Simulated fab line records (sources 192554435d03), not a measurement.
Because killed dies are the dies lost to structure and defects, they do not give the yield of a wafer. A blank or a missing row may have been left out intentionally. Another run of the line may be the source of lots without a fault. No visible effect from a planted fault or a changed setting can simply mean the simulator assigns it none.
2 desks, one fault || flow n5Finfet || each desk has only its own numbers; what lay behind them comes last

## FROM THE METROLOGY DESK
Means of the sampled wafers that have a number, per lot and without regard to the tool the lot ran on: this is what the gauges read. If a lot's mean is further than 4 standard deviations from the usual mean, the lot is out of limits and carries the mark OUT (the distance appears in the brackets). Of its 10 readings 7 are shown: those that lie furthest out on some lot.
Columns: A = DIBL_P at N5_BEOL_M4_RC_MEAS_101, usual 36.5 mV/V; B = IOFF_N at N5_BEOL_M4_RC_MEAS_101, usual 0.154 nA/um; C = IOFF_P at N5_BEOL_M4_RC_MEAS_101, usual 0.202 nA/um; D = ION_P at N5_BEOL_M4_RC_MEAS_101, usual 460 uA/um; E = SS_N at N5_BEOL_M4_RC_MEAS_101, usual 71.6 mV/dec; F = SS_P at N5_BEOL_M4_RC_MEAS_101, usual 73.4 mV/dec; G = VT_P at N5_BEOL_M4_RC_MEAS_101, usual -251.4 mV
{"lot": "L444", "first seen here": "day 8 04:26", "A": 35.3, "B": 0.150, "C": 0.179, "D": 453, "E": 72.1, "F": 73.0, "G": -252.4}
{"lot": "L445", "first seen here": "day 8 07:36", "A": 36.6, "B": 0.155, "C": 0.195, "D": 455, "E": 71.2, "F": 73.9, "G": -254.0}
{"lot": "L446", "first seen here": "day 8 14:12", "A": 36.4, "B": 0.141, "C": 0.161, "D": 446, "E": 71.8, "F": 73.6, "G": -256.9}
{"lot": "L448", "first seen here": "day 9 02:28", "A": 36.3, "B": 0.142, "C": 0.196, "D": 464, "E": 71.8, "F": 73.2, "G": -250.9}
{"lot": "L451", "first seen here": "day 10 06:58", "A": 37.2, "B": 0.165, "C": 0.229, "D": 468, "E": 72.0, "F": 73.7, "G": -248.6}
{"lot": "L458", "first seen here": "day 11 21:14", "A": 35.1, "B": 0.157, "C": 0.204, "D": 455, "E": 72.1, "F": 73.6, "G": -249.9}
{"lot": "L464", "first seen here": "day 12 23:37", "A": 40.8, "B": 0.200, "C": 0.252, "D": 460, "E": 72.5, "F": 74.1, "G": -248.8}
{"lot": "L463", "first seen here": "day 13 07:52", "A": 36.9, "B": 0.181, "C": 0.229, "D": 460, "E": 71.7, "F": 73.9, "G": -248.2}
{"lot": "L466", "first seen here": "day 13 17:35", "A": 38.4, "B": 0.178, "C": 0.208, "D": 458, "E": 71.6, "F": 73.7, "G": -251.3}
{"lot": "L465", "first seen here": "day 13 22:59", "A": 35.3, "B": 0.136, "C": 0.202, "D": 463, "E": 71.1, "F": 72.5, "G": -249.5}
This desk found nothing out of limits on any of the 10 lots.

## FOR THE TOOL OWNER'S DESK: cmp-03
The tool's own readings at N5_MOL_CONTACT_COAG_CMP_28 (polishes, stops on SiNx, t overpolish 0.85 s, target thk 14.522 nm): means of the sampled wafers that have a number, for each lot that ran on this tool. If a lot's mean is further than 4 standard deviations from the usual mean, the lot is out of limits and carries the mark OUT (the distance appears in the brackets).
Columns: A = motorCurrentA at N5_MOL_CONTACT_COAG_CMP_28, usual 12.8 A; B = timeToEndpointS at N5_MOL_CONTACT_COAG_CMP_28, usual 4.8 s
{"lot": "L445", "first seen here": "day 5 11:42", "A": 12.2, "B": 4.8}
{"lot": "L448", "first seen here": "day 6 04:05", "A": 11.4, "B": 3.4}
{"lot": "L451", "first seen here": "day 7 01:47", "A": 12.0, "B": 8.2}
This desk found nothing out of limits on any of the 3 lots.

## TAKEN TOGETHER
The metrology desk saw nothing out of limits.
The tool owner's desk saw nothing out of limits.

## WHAT WAS PUT IN BY THE SIMULATOR
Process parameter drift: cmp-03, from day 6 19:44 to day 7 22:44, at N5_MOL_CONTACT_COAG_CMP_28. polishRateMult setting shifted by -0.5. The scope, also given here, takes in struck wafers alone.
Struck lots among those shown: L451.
